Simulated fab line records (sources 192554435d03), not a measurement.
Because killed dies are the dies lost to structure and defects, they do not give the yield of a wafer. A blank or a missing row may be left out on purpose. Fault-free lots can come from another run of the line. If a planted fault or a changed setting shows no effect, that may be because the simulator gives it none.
Chamber matching	flow n5 finfet	N5_HKMG_FIN_ALD_21 on ald metal-02: 4 sister chambers
The step deposits TiN, target thk 1.5 nm, pulse time 1 s, purge time 3 s. 4 wafers are shown with their chamber, then 9 later ones without.

WAFERS PAIRED WITH THEIR CHAMBERS
wafer	chamber	heater power w (W)
L090.5	0	952
L093.2	1	947
L093.5	2	889
L093.6	3	681

WAFERS MISSING THEIR CHAMBER
wafer	heater power w (W)
L094.2	966
L094.3	887
L094.4	959
L095.3	961
L095.5	715
L095.6	986
L096.3	948
L096.4	889
L096.5	957

EACH ONE'S CHAMBER
wafer	from the rows above	in truth
L094.2	can't be placed: 0 or 1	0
L094.3	2	2
L094.4	can't be placed: 0 or 1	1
L095.3	can't be placed: 0 or 1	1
L095.5	3	3
L095.6	can't be placed: 0 or 1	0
L096.3	can't be placed: 1 or 0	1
L096.4	2	2
L096.5	can't be placed: 0 or 1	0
Correct placement for 3 of the 9. Cannot be placed on the basis of these rows: 6; the candidates contain the true chamber in 6. Placed wrongly: 0.
How it was worked out, from the rows above alone: a wafer's distance from a chamber is the root of the sum, over the readings, of the square of ((its reading less the chamber's mean) divided by the reading's scatter). If the next closest chamber is less than 2 further off than the closest, the wafer can't be placed; otherwise it belongs to the closest. For every chamber, the mean is computed from those of its wafers that are shown. The scatter: with one shown wafer a chamber, the root of the mean of the squares of how far each hidden wafer lies from its nearest shown one.
